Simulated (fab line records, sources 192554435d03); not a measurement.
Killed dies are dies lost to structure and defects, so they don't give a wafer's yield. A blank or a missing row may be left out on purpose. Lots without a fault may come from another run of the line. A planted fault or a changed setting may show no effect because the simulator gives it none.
Split-lot experiment | flow n5_finfet | 7 lots, 39 wafers read, on a route of 1938 steps

THE SPLIT
At N5_BEOL_M5_TRENCH_ETCH_37 (etches SiCOH lowk in C4F6/O2, target depth 71.652 nm, time 24.7 s), the setting time_s was moved away from the recipe's 24.7 s on 15 of the 39 wafers read, by -53.8% to +45.8%. The other wafers ran this setting at the recipe's value.

FROM THE SPLIT TO THE READING: what the file shows between them, 8 steps
- N5_BEOL_M5_ETCH_41: etches SiCN in CH3F/O2, target depth 31.5 nm, time 56.7 s
- N5_BEOL_M5_STRIP_91: strips in N2/H2, time 10 s
- N5_BEOL_M5_OCD_MEAS_38
- N5_BEOL_M5_HM_STRIP_39: strips TiN in peroxide tin strip, target depth 25 nm, time 158 s
- N5_BEOL_M5_SRD_40: time 30 s
- N5_BEOL_M5_ECD_50: material Cu, target thk 300 nm
- N5_BEOL_M5_ANNEAL_51: time 90 s
- N5_BEOL_M5_CMP_52: polishes, stops on SiCOH lowk, t overpolish 6.9 s, target thk 62 nm

THE READING
M5_THK, in nm, at N5_BEOL_M5_THK_MEAS_53 (measures by xrf). Fault-free wafers of this fab line usually give 61.6 nm, standard deviation 1.8 nm.

wafer  | tool, chamber at the split | time_s as run, s | against the recipe | M5_THK, nm | against lot-mates on the recipe
L079.1 | rie_diel-06, 2             | 24.7             | recipe             | 61.3       | -
L079.2 | rie_diel-06, 0             | 24.7             | recipe             | 62.1       | -
L079.3 | rie_diel-06, 1             | 24.7             | recipe             | 65.3       | -
L079.4 | rie_diel-06, 3             | 11.4             | -53.8%             | 21.1       | -41.8
L079.5 | rie_diel-06, 3             | 11.4             | -53.8%             | 22.1       | -40.8
L079.6 | rie_diel-06, 2             | 11.4             | -53.8%             | 22.3       | -40.6
L083.1 | rie_diel-03, 1             | 24.7             | recipe             | 61.0       | -
L083.5 | rie_diel-03, 1             | 24.7             | recipe             | 63.1       | -
L083.6 | rie_diel-03, 0             | 24.7             | recipe             | 60.9       | -
L084.1 | rie_diel-05, 0             | 36.02            | +45.8%             | 88.3       | +27.3
L084.2 | rie_diel-05, 1             | 24.7             | recipe             | 61.5       | -
L084.3 | rie_diel-05, 3             | 24.7             | recipe             | 60.5       | -
L084.4 | rie_diel-05, 2             | 36.02            | +45.8%             | 94.6       | +33.6
L084.5 | rie_diel-05, 3             | 36.02            | +45.8%             | 93.0       | +32.0
L084.6 | rie_diel-05, 2             | 24.7             | recipe             | 61.0       | -
L087.1 | rie_diel-03, 3             | 24.7             | recipe             | 61.3       | -
L087.2 | rie_diel-03, 0             | 24.7             | recipe             | 62.4       | -
L087.3 | rie_diel-03, 1             | 24.7             | recipe             | 64.0       | -
L087.4 | rie_diel-03, 2             | 24.7             | recipe             | 62.8       | -
L087.5 | rie_diel-03, 3             | 24.7             | recipe             | 60.0       | -
L087.6 | rie_diel-03, 2             | 24.7             | recipe             | 65.0       | -
L090.1 | rie_diel-03, 1             | 24.7             | recipe             | 62.3       | -
L090.2 | rie_diel-03, 3             | 34.52            | +39.8%             | 88.3       | +26.2
L090.3 | rie_diel-03, 0             | 34.52            | +39.8%             | 90.6       | +28.5
L090.4 | rie_diel-03, 2             | 24.7             | recipe             | 61.1       | -
L090.5 | rie_diel-03, 2             | 24.7             | recipe             | 62.9       | -
L090.6 | rie_diel-03, 1             | 34.52            | +39.8%             | 92.0       | +29.9
L092.1 | rie_diel-03, 2             | 31.79            | +28.7%             | 82.9       | +19.2
L092.2 | rie_diel-03, 0             | 24.7             | recipe             | 61.8       | -
L092.3 | rie_diel-03, 3             | 31.79            | +28.7%             | 80.9       | +17.2
L092.4 | rie_diel-03, 1             | 24.7             | recipe             | 66.0       | -
L092.5 | rie_diel-03, 1             | 31.79            | +28.7%             | 83.6       | +19.9
L092.6 | rie_diel-03, 0             | 24.7             | recipe             | 63.2       | -
L097.1 | rie_diel-03, 0             | 31.72            | +28.4%             | 84.4       | +20.6
L097.2 | rie_diel-03, 2             | 24.7             | recipe             | 63.4       | -
L097.3 | rie_diel-03, 3             | 31.72            | +28.4%             | 79.4       | +15.6
L097.4 | rie_diel-03, 2             | 24.7             | recipe             | 64.6       | -
L097.5 | rie_diel-03, 0             | 24.7             | recipe             | 63.4       | -
L097.6 | rie_diel-03, 3             | 31.72            | +28.4%             | 80.8       | +17.0

THE FIT
A straight line over all 39 wafers: M5_THK changes by +0.707 nm for each +1% of time_s; r = +0.99; the points scatter about the line by 2 nm.
The same after taking each lot's own level away (the mean of its wafers on the recipe; 39 wafers): +0.713 nm for each +1%; r = +0.99; scatter 1.9 nm.
On that fit, the largest move of time_s shifts the reading by 38 nm.
The lots' own levels span 61.00 to 63.80 nm, that is 1.6 times the standard deviation above.
So the lot-to-lot level changes the slope little: the two slopes agree.
Check: with one of the wafers moved furthest among these (-53.8%) left out of the fit, the line predicts -38.4 nm for it against its lot-mates. It came out at -41.8 nm against them.

THE WHOLE CHAIN: every reading that the file lists as answering this split, in the file's order
step                      | what it does                                                        | reading                                                                          | change (the file's fit)                                                              | r (the file's)
N5_BEOL_M5_TRENCH_ETCH_37 | etches SiCOH lowk in C4F6/O2, target depth 71.652 nm, time 24.7 s   | etch.depth_nm (the simulator's own value, which no gauge read)                   | +0.697 nm for each +1% of the setting                                                | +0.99
N5_BEOL_M5_TRENCH_ETCH_37 | etches SiCOH lowk in C4F6/O2, target depth 71.652 nm, time 24.7 s   | BEOL_M5.feature_depth_nm (the simulator's own value, which no gauge read)        | +0.697 nm for each +1% of the setting                                                | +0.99
N5_BEOL_M5_TRENCH_ETCH_37 | etches SiCOH lowk in C4F6/O2, target depth 71.652 nm, time 24.7 s   | TiN_of_BEOL_M5_HM_DEP_02.thk_nm (the simulator's own value, which no gauge read) | -0.0211 nm for each +1% of the setting                                               | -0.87
N5_BEOL_M5_OCD_MEAS_38    |                                                                     | trench_depth_nm                                                                  | +0.697 nm for each +1% of the setting                                                | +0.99
N5_BEOL_M5_CMP_52         | polishes, stops on SiCOH lowk, t overpolish 6.9 s, target thk 62 nm | Cu_of_BEOL_M5_ECD_50.thk_nm (the simulator's own value, which no gauge read)     | +0.702 nm for each +1% of the setting                                                | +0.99
N5_BEOL_M5_THK_MEAS_53    | measures by xrf                                                     | M5_THK                                                                           | +0.706 for each +1% of the setting                                                   | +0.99
N5_BEOL_M5_RS_MEAS_57     | measures by four-point-probe                                        | M5_RS                                                                            | not straight: 1.521 at the lowest setting, 0.383 at the recipe, 0.241 at the highest | not given

THE FILE'S OWN FIT
M5_THK changes by +0.706 nm for each +1% of time_s, r = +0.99.
